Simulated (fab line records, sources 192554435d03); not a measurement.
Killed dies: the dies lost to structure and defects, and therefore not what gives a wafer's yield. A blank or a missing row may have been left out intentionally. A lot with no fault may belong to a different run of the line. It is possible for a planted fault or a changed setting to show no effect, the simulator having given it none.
A struck lot beside a sound one    flow n5 finfet    41 steps out of a route of 1938
Sound: the wafers L500.3, L500.5, L500.6. Struck: wafer L502.3. (L502.1 of the same lot was not struck and is left out.) The cause comes at the end.
At each step with rows: each side's tool, then ch and its chambers, then its first start. Under that, the readings that differ: sound wafers    struck wafers    difference of the means    sigmas: that difference in standard deviations of wafers without a fault.
alike: same words and numbers on both sides, and readings whose means sit less than 2 such deviations apart. not compared: any withheld reading, any reading some wafer has no value for, any bound like >300 that may hide the same value, and any number with overlapping values for which the record gives no deviation.
A row with sigmas, a row that says differs or no value, or rows on one side alone: a step with any of these is where the two part. Numbers that don't overlap but have no deviation are shown without sigmas and don't part them. Lack of a reading on every wafer of one side parts them only where that side has two or more wafers.

first, 9 steps without rows for these wafers: N5_BEOL_M4_ANNEAL_95 (time 240 s); N5_BEOL_M4_SPUTTER_96 (material Cu, target thk 4.5 nm, time 8.29 s); N5_BEOL_M4_ECD_50 (material Cu, target thk 300 nm); N5_BEOL_M4_ANNEAL_51 (time 90 s); N5_BEOL_M4_CMP_52 (polishes, stops on SiOC, t overpolish 6.8 s, target thk 40 nm); N5_BEOL_M4_PRE_CLEAN_60 (time 15 s); N5_BEOL_M4_CO_CAP_55 (material Co, precursor CCTBA/H2, target thk 2 nm, time 102.1 s); N5_BEOL_M4_PRE_CLEAN_56 (time 15 s); N5_BEOL_M4_DEP_57 (deposits SiCN from 3MS/NH3, target thk 8 nm, time 14 s).
N5_BEOL_M4_RC_MEAS_101:
  sound on prober-01 ch 0, day 9 04:05; struck on prober-01 ch 0, day 9 22:17
  alike: DIBL_N, DIBL_P, IOFF_N, IOFF_P, ION_N, ION_P, SS_N, SS_P, VT_N, VT_P
then, 24 steps without rows for these wafers: N5_BEOL_M5_ILD_DEP_00 (deposits SiCOH lowk from DEMS/porogen, target thk 140.64 nm, time 25.9 s); N5_BEOL_M5_CURE_79 (cures SiCOH lowk, time 240 s); N5_BEOL_M5_PECVD_70 (deposits SiO2 from TEOS/O2, target thk 16 nm, time 18 s); N5_BEOL_M5_HM_DEP_02 (deposits TiN, target thk 20 nm); N5_BEOL_M5_COAT_59 (time 60 s, resist thk 60 nm); N5_BEOL_M5_COAT_60 (time 60 s, resist thk 12 nm); N5_BEOL_M5_COAT_71 (time 60 s, resist thk 5 nm); N5_BEOL_M5_COAT_05 (resist thk 30 nm); N5_BEOL_M5_EBR_07; N5_BEOL_M5_SOFTBAKE_06 (time 60 s); N5_BEOL_M5_EXPOSE_08 (exposes mask M5, target cd 28 nm); N5_BEOL_M5_PEB_09 (peb time 60 s); N5_BEOL_M5_DEVELOP_10 (develop time 30 s); N5_BEOL_M5_DESCUM_16 (chemistry O2, time 7 s); N5_BEOL_M5_ETCH_72 (etches underlayer in N2/H2, target depth 6.5 nm, time 5.2 s); N5_BEOL_M5_ETCH_61 (etches SiARC in CF4, target depth 15.6 nm, time 26 s); N5_BEOL_M5_ETCH_62 (etches SOC in N2/H2, target depth 75 nm, overetch 15 nm, time 112.5 s); N5_BEOL_M5_STRIP_63 (strips in N2/H2); N5_BEOL_M5_STRIP_73 (strips in N2/H2); N5_BEOL_M5_STRIP_64 (strips in CF4); N5_BEOL_M5_HM_OPEN_17 (chemistry Cl2/BCl3, target TiN, target depth 20 nm, overetch 6 nm); N5_BEOL_M5_STRIP_19 (strips in O2); N5_BEOL_M5_COAT_65 (time 60 s, resist thk 60 nm); N5_BEOL_M5_COAT_66 (time 60 s, resist thk 12 nm).
N5_BEOL_M9_HM_DEP_02: deposits TiN, target thk 20 nm.
  struck on pvd sputter-01, day 11 18:17; sound on pvd sputter-01, day 10 18:27
reading                                     sound           struck  difference  sigmas
throttle valve pct (%)                      29.0 27.2 28.9  31.4    +3.0        +3
model.TiN_of_BEOL_M9_HM_DEP_02.thk nm (nm)  20 19.6 19.8    33.8    +14.0       
  alike: chamber pressure pa, substrate temp c
N5_BEOL_M9_HM_OPEN_17: chemistry Cl2/BCl3, target TiN, target depth 20 nm, overetch 6 nm.
  sound on rie metal-01 ch 0,1, day 10 19:30; struck on rie metal-02 ch 0, day 11 19:14
reading                   sound              struck  difference  sigmas
throttle valve pct (%)    22.21 22.29 22.22  21.88   -0.36       -4
model.etch.depth nm (nm)  19.98 19.64 19.78  26      +6          
  alike: chamber pressure mTorr, drypump motor current A, he backside leak sccm, mfc cl2 sccm, oes product au
  not compared: rf hours counter h
N5_BEOL_M9_VIA_ETCH_34: etches SiCOH lowk in C4F6/O2, target depth 182.4 nm, time 68.4 s.
  sound on rie diel-06 ch 0,1, day 10 21:29; struck on rie diel-05 ch 2, day 11 20:59
reading                      sound           struck  difference  sigmas
drypump motor current A (A)  4.9 4.9 5.4     6.1     +1.0        +2
oes product au (a.u.)        0.86 0.85 0.69  0.27    -0.53       -5
  alike: chamber pressure mTorr, rf vpp V, showerhead plenum p Torr, throttle valve pct
  not compared: rf hours counter h
N5_BEOL_M9_TRENCH_ETCH_37: etches SiCOH lowk in C4F6/O2, target depth 151.43 nm, time 49 s.
  sound: rie diel-06 ch 0,1; struck: rie diel-05 ch 2
reading                                     sound           struck  difference  sigmas
model.TiN_of_BEOL_M9_HM_DEP_02.thk nm (nm)  15.8 15.6 15.6  29.6    +13.9       
  alike: chamber pressure mTorr, drypump motor current A, oes product au, rf vpp V, showerhead plenum p Torr, throttle valve pct
  not compared: rf hours counter h
N5_BEOL_M9_OCD_MEAS_38:
  struck on ocd-02, day 11 21:16; sound on ocd-01, day 10 21:46
  not compared: trench depth nm
N5_BEOL_M9_CD_MEAS_35: target cd 70 nm, target cd y 40 nm.
  struck on cd sem-02, day 11 21:25; sound on cd sem-02, day 10 21:55
  not compared: cd nm
-- the record jumps here: 3 days lie between the struck wafers' starts before and after (it left off in module BEOL_M9 and takes up again in module PASSIVATION, whose first step shown is number 1936 of the route) --
N5_PASSIVATION_PROBE_49:
  struck on prober-01, day 14 11:49; sound on prober-01, day 13 11:02
reading                   sound  struck  difference  sigmas
defect limited yield (%)  92.8   0       -93         -66
killed_at_M4_up           9      1102    +1093       +99 or more
killed dies               85     1180    +1095       +68
killed on rim             8      152     +144        +37
sort_bin_5_function (%)   3.9    96.8    +92.9       +99 or more
sort n pass               1095   0       -1095       -68
sort yield pct (%)        92.8   0       -93         -66
  alike: killed_at_M0_to_M3, killed at contacts, killed at front end, killed at other, killed open, killed short, sort_bin_6_memory

## WHERE THEY PART
Last at N5_PASSIVATION_PROBE_49 as far as this record goes, first at N5_BEOL_M9_HM_DEP_02.

WHY: what had been put in by the simulator
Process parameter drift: pvd sputter-01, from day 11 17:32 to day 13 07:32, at N5_BEOL_M9_HM_DEP_02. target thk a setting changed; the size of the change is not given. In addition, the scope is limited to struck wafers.
